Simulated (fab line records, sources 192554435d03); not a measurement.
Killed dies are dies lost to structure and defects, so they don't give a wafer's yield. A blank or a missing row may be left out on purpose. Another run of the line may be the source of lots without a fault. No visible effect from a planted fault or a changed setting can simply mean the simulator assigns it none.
Matching of chambers ; flow n5Finfet ; rieDiel-04 running N5_SD_EPI_P_ETCH_16: 4 sister chambers
The step etches SiO2 in CHF3/O2, target depth 5 nm. 14 wafers are shown with their chamber, then 7 later ones without.

== WAFERS, EACH WITH ITS CHAMBER ==
wafer;chamber;drypumpMotorCurrentA (A);showerheadPlenumPTorr (Torr);rfVppV (V)
L075.3;2;6.2;2.48;529
L075.4;1;5.7;2.24;515
L075.6;3;5.1;2.32;514
L076.1;0;5.8;2.37;522
L076.3;1;5.7;2.24;515
L076.5;1;5.7;2.24;515
L081.3;2;6.2;2.47;527
L081.4;1;5.7;2.23;513
L081.5;3;5.2;2.31;514
L090.2;2;6.2;2.47;527
L090.4;1;5.7;2.23;515
L090.5;1;5.7;2.23;514
L094.1;0;5.8;2.36;522
L094.4;2;6.2;2.47;529

SIGNATURES (means of the wafers above)
reading;chamber 0;chamber 1;chamber 2;chamber 3;scatter within a chamber
drypumpMotorCurrentA;5.800;5.700;6.200;5.150;0.0224
showerheadPlenumPTorr;2.3650;2.2350;2.4725;2.3150;0.0057
rfVppV;522.00;514.50;528.00;514.00;0.866
Rule: for each reading, subtract the chamber's mean from the wafer's reading, divide by that reading's scatter and square the result; add these up over the readings and take the root, which gives the wafer's distance from the chamber. The wafer belongs to the nearest chamber; if the next one is less than 2 further off, it can't be placed. The scatter: take each reading less its chamber's mean, square it, sum over the shown wafers, divide by the number of wafers less the number of chambers, and take the root.

== WAFERS WITHOUT THEIR CHAMBER ==
wafer;drypumpMotorCurrentA (A);showerheadPlenumPTorr (Torr);rfVppV (V)
L094.5;5.6;2.23;514
L095.1;5.7;2.23;514
L095.3;5.8;2.36;524
L095.4;6.2;2.46;529
L096.3;5.2;2.30;514
L096.4;5.7;2.23;514
L096.6;5.2;2.30;514

== EACH ONE'S CHAMBER ==
wafer;from the rows above;in truth
L094.5;1;1
L095.1;1;1
L095.3;0;0
L095.4;2;2
L096.3;3;3
L096.4;1;1
L096.6;3;3
Placed correctly: 7 of 7. Not placeable from these rows: 0. Placed wrongly: 0.
